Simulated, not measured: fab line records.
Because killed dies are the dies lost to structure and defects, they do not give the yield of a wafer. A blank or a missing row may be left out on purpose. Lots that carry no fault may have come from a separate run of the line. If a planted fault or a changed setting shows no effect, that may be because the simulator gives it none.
A lot that was struck, set against a sound lot	flow n5Finfet	16 out of 1938 route steps
Sound: wafers L906.3, L906.4, L906.5. Struck: wafer L918.5. (L918.2, L918.6 of the same lot were not struck and are left out.) The cause comes at the end.
For every step that has rows: the tool of each side, followed by ch and its chambers, followed by its first start. Under that, the readings that differ: sound wafers	struck wafers	difference of the means	sigmas: that difference in standard deviations of wafers without a fault.
alike: readings with means less than 2 such deviations apart, plus words and numbers identical on both sides. not compared: withheld readings, readings lacking a value on some wafer, bounds such as >300 that could conceal the same value, and numbers that have no deviation in the record and whose values overlap.
Wherever a step has rows on one side only, a row that says differs or no value, or a row with sigmas, the two part there. Numbers that have no deviation but don't overlap get no sigmas and don't part them. Lack of a reading on every wafer of one side parts them only where that side has two or more wafers.

first, 1 step without rows for these wafers: N5_BEOL_M2_STRIP_36 (strips in N2/H2).
N5_BEOL_M2_TRENCH_ETCH_37: etches SiOC in C4F6/O2, target depth 55.555 nm, time 29.2 s.
  sound on rieDiel-02 ch 0,3; struck on rieDiel-04 ch 2
reading	sound	struck	difference	sigmas
oesProductAu (a.u.)	0.80 0.95 0.95	0.70	-0.20	-3
  alike: drypumpMotorCurrentA, rfVppV, showerheadPlenumPTorr, throttleValvePct
  not compared: rfHoursCounterH
N5_BEOL_M2_ETCH_41: etches SiCN in CH3F/O2, target depth 29.9 nm, time 52.5 s.
  sound on rieDiel-02 ch 0,3; struck on rieDiel-04 ch 2
reading	sound	struck	difference	sigmas
oesProductAu (a.u.)	0.80 0.95 0.94	0.71	-0.19	-2
  alike: drypumpMotorCurrentA, rfVppV, showerheadPlenumPTorr, throttleValvePct
  not compared: rfHoursCounterH
then, 1 step without rows for these wafers: N5_BEOL_M2_STRIP_97 (strips in N2/H2, time 10 s).
N5_BEOL_M2_OCD_MEAS_38:
  sound on ocd-02, day 13 08:53; struck on ocd-01, day 12 11:08
  alike: trenchDepthNm
then, 4 steps without rows for these wafers: N5_BEOL_M2_HM_STRIP_39 (strips TiN in peroxide tin strip, target depth 25 nm, time 158 s); N5_BEOL_M2_SRD_40 (time 30 s); N5_BEOL_M2_PRECLEAN_42 (cleans in residue remover, time 60 s); N5_BEOL_M2_SRD_43 (time 30 s).
N5_BEOL_M2_CD_MEAS_35: target cd 18 nm, target cd y 22.2 nm.
  sound on cdSem-01, day 13 09:03; struck on cdSem-03, day 12 11:17
  alike: cdNm
N5_BEOL_M2_DEGAS_44: time 60 s.
  sound on pvdSputter-03, day 13 09:22; struck on pvdSputter-03, day 12 11:41
  alike: heaterPowerW
N5_BEOL_M2_PRE_CLEAN_45: time 30 s.
  sound on pvdSputter-03, day 13 09:25; struck on pvdSputter-03, day 12 11:43
  alike: heaterPowerW
N5_BEOL_M2_ALD_84: deposits TaN, pulse time 2 s, purge time 3 s, co reactant purge time 2 s.
  sound on aldMetal-02 ch 0,2,3, day 13 09:42; struck on aldMetal-03 ch 1, day 12 11:47
reading	sound	struck	difference	sigmas
aldCycles	30 30 30	32	+2	
heaterPowerW (W)	443 412 465	377	-63	-2
  alike: precursorVesselCarrierSccm
  not compared: sinceWetCleanH
N5_BEOL_M2_SURFACE_TREAT_85:
  sound on pvdSputter-01, day 13 09:59; struck on pvdSputter-03, day 12 12:04
  not compared: throttleValvePct
N5_BEOL_M4_RC_MEAS_101:
  sound on prober-02 ch 0, day 15 11:36; struck on prober-01 ch 0, day 14 10:22
  alike: DIBL_N, DIBL_P, IOFF_N, IOFF_P, ION_N, ION_P, SS_N, SS_P, VT_N, VT_P
-- the record jumps here: 5 days lie between the struck wafers' starts before and after (it left off in module BEOL_M4 and takes up again in module PASSIVATION, whose first step shown is number 1936 of the route) --
N5_PASSIVATION_PROBE_49:
  sound on prober-01, day 20 11:04; struck on prober-01, day 18 23:23
  alike: defectLimitedYield, killed_at_M0_to_M3, killed_at_M4_up, killedAtContacts, killedAtFrontEnd, killedAtOther, killedDies, killedOpen, killedShort, sort_bin_5_function, sort_bin_6_memory, sortNPass, sortYieldPct

== WHERE THEY PART ==
At N5_BEOL_M2_TRENCH_ETCH_37 first; at N5_BEOL_M2_ALD_84 last (within this record only). Later steps at which nothing parts them and some readings are alike: N5_BEOL_M4_RC_MEAS_101, N5_PASSIVATION_PROBE_49.

WHY: whatever the simulator had introduced
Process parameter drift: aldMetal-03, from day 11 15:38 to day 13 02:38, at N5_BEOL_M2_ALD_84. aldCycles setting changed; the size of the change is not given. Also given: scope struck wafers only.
